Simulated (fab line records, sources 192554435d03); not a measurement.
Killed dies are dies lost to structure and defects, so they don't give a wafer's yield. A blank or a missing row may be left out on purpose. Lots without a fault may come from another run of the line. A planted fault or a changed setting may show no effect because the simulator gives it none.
Chamber matching | flow n5_finfet | N5_MOL_CONTACT_COAG_STRIP_98 on rie_diel-04: 4 sister chambers
The step strips in N2/H2. 4 wafers are shown with their chamber, then 10 later ones without.

WAFERS WITH THEIR CHAMBER
wafer  | chamber | showerhead_plenum_p_Torr (Torr)
L083.2 | 3       | 3.41
L084.3 | 1       | 3.30
L084.4 | 0       | 3.32
L084.5 | 2       | 3.41

WAFERS WITHOUT THEIR CHAMBER
wafer  | showerhead_plenum_p_Torr (Torr)
L084.6 | 3.30
L089.3 | 3.29
L089.4 | 3.41
L089.5 | 3.29
L096.4 | 3.29
L096.5 | 3.31
L096.6 | 3.40
L097.1 | 3.40
L097.3 | 3.30
L097.6 | 3.30

WHICH CHAMBER EACH WENT THROUGH
wafer  | from the rows above     | in truth
L084.6 | 1                       | 1
L089.3 | 1                       | 1
L089.4 | can't be placed: 2 or 3 | 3
L089.5 | 1                       | 1
L096.4 | 1                       | 1
L096.5 | can't be placed: 0 or 1 | 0
L096.6 | can't be placed: 2 or 3 | 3
L097.1 | can't be placed: 2 or 3 | 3
L097.3 | 1                       | 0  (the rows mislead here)
L097.6 | 1                       | 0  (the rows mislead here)
Placed correctly: 4 of 10. Can't be placed from these rows: 4 (the true chamber is among the candidates in 4). Placed wrongly: 2.
How it was worked out, from the rows above alone: a wafer's distance from a chamber is the root of the sum, over the readings, of the square of ((its reading less the chamber's mean) divided by the reading's scatter). The wafer belongs to the nearest chamber; if the next one is less than 2 further off, it can't be placed. A chamber's mean is the mean of its shown wafers. The scatter: with one shown wafer a chamber, the root of the mean of the squares of how far each hidden wafer lies from its nearest shown one.
